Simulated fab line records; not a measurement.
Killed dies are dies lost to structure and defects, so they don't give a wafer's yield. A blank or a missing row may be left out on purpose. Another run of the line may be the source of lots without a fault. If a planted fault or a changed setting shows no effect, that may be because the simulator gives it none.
A lot that was struck, set against a sound lot -- flow n5_finfet -- 16 steps out of a route of 1938
Sound: the wafers L791.1, L791.2. Struck: wafer L798.5 (left out: L798.1, L798.4 of the same lot, which were not struck); the cause appears at the end.
At each step with rows: each side's tool, then ch and its chambers, then its first start. Under that, the readings that differ: sound wafers -- struck wafers -- difference of the means -- sigmas: that difference in standard deviations of wafers without a fault.
alike: readings with means less than 2 such deviations apart, plus words and numbers identical on both sides. not compared: withheld readings, readings lacking a value on some wafer, bounds such as >300 that could conceal the same value, and numbers that have no deviation in the record and whose values overlap.
Wherever a step has rows on one side only, a row that says differs or no value, or a row with sigmas, the two part there. Non-overlapping numbers with no deviation appear without sigmas and do not part them. A reading that every wafer of one side lacks parts them only if that side has two wafers or more.

N5_DUMMY_GATE_DESCUM_20: chemistry O2, time 6.2 s.
  sound on rie_diel-06 ch 1,3, day 3 16:11; struck on rie_diel-02 ch 3, day 5 10:02
  alike: drypump_motor_current_A, oes_product_au, rf_vpp_V, showerhead_plenum_p_Torr, throttle_valve_pct
  not compared: rf_hours_counter_h
then, 1 step without rows for these wafers: N5_DUMMY_GATE_ETCH_29 (etches underlayer in N2/H2, target depth 13 nm).
N5_DUMMY_GATE_ETCH_36: etches SiARC in CF4, target depth 13 nm.
  sound on rie_diel-06 ch 1,3, day 3 16:17; struck on rie_diel-02 ch 3, day 5 10:09
reading,sound,struck,difference,sigmas
oes_product_au (a.u.),0.86 0.89,0.65,-0.22,-2
  alike: drypump_motor_current_A, rf_vpp_V, showerhead_plenum_p_Torr, throttle_valve_pct
  not compared: rf_hours_counter_h
N5_DUMMY_GATE_ETCH_37: etches SOC in N2/H2, target depth 60 nm, overetch 30 nm.
  sound on rie_diel-06 ch 1,3, day 3 16:20; struck on rie_diel-02 ch 3, day 5 10:11
  alike: drypump_motor_current_A, h2_flow_sccm, oes_product_au, rf_vpp_V, showerhead_plenum_p_Torr, throttle_valve_pct
  not compared: rf_hours_counter_h
then, 2 steps without rows for these wafers: N5_DUMMY_GATE_STRIP_38 (strips in N2/H2); N5_DUMMY_GATE_STRIP_39 (strips in N2/H2).
N5_DUMMY_GATE_TRIM_49: chemistry O2, time 29 s, target cd 14 nm.
  sound on rie_si-03 ch 2,3, day 3 16:25; struck on rie_si-06 ch 0, day 5 10:16
  alike: drypump_motor_current_A, oes_product_au, throttle_valve_pct
  not compared: rf_hours_counter_h
then, 1 step without rows for these wafers: N5_DUMMY_GATE_STRIP_40 (strips in CF4).
N5_DUMMY_GATE_CD_MEAS_50: target cd 14 nm.
  struck on cd_sem-01, day 5 10:25; sound on cd_sem-03, day 3 16:34
  alike: cd_nm
N5_DUMMY_GATE_ETCH_31: etches SiO2 in C4F6/O2, target depth 82.5 nm, time 27.5 s.
  sound on rie_diel-03 ch 1,3, day 3 16:36; struck on rie_diel-06 ch 3, day 5 10:40
reading,sound,struck,difference,sigmas
oes_product_au (a.u.),0.71 0.66,0.87,+0.18,+2
  alike: drypump_motor_current_A, rf_vpp_V, showerhead_plenum_p_Torr, throttle_valve_pct
  not compared: rf_hours_counter_h
then, 2 steps without rows for these wafers: N5_DUMMY_GATE_STRIP_41 (strips in O2); N5_DUMMY_GATE_HM_OPEN_21 (chemistry CH3F/O2, target SiNx, target depth 120 nm, time 171.4 s).
N5_DUMMY_GATE_ETCH_32: etches SiO2 in CF4, target depth 3.5 nm, time 3.9 s.
  sound on rie_si-02 ch 1,3, day 3 16:51; struck on rie_si-02 ch 1, day 5 10:54
reading,sound,struck,difference,sigmas
oes_product_au (a.u.),0.956 0.993,1.307,+0.333,+13
model.etch.depth_nm (nm),3.403 3.598,5.412,+1.912,
  alike: drypump_motor_current_A, throttle_valve_pct
  not compared: rf_hours_counter_h, model.SiO2_of_DUMMY_GATE_PECVD_30.thk_nm
then, 1 step without rows for these wafers: N5_DUMMY_GATE_ETCH_23 (etches poly-Si in HBr/Cl2/O2, target depth 41 nm, time 22.3 s).
N5_DUMMY_GATE_ETCH_44: etches poly-Si in HBr/O2, stops on SiO2, target depth 127.5 nm.
  sound on rie_si-02 ch 1,3, day 3 16:56; struck on rie_si-02 ch 1, day 5 10:59
  alike: drypump_motor_current_A, oes_product_au, throttle_valve_pct
  not compared: rf_hours_counter_h, model.SiO2_of_DUMMY_GATE_PECVD_30.thk_nm
N5_DUMMY_GATE_CD_MEAS_24: target cd 15 nm.
  struck on cd_sem-02, day 5 11:06; sound on cd_sem-01, day 3 17:03
  alike: cd_nm

## WHERE THEY PART
At N5_DUMMY_GATE_ETCH_36 first; at N5_DUMMY_GATE_ETCH_32 last (within this record only). Later steps at which nothing parts them and some readings are alike: N5_DUMMY_GATE_ETCH_44, N5_DUMMY_GATE_CD_MEAS_24.

WHY: whatever the simulator had introduced
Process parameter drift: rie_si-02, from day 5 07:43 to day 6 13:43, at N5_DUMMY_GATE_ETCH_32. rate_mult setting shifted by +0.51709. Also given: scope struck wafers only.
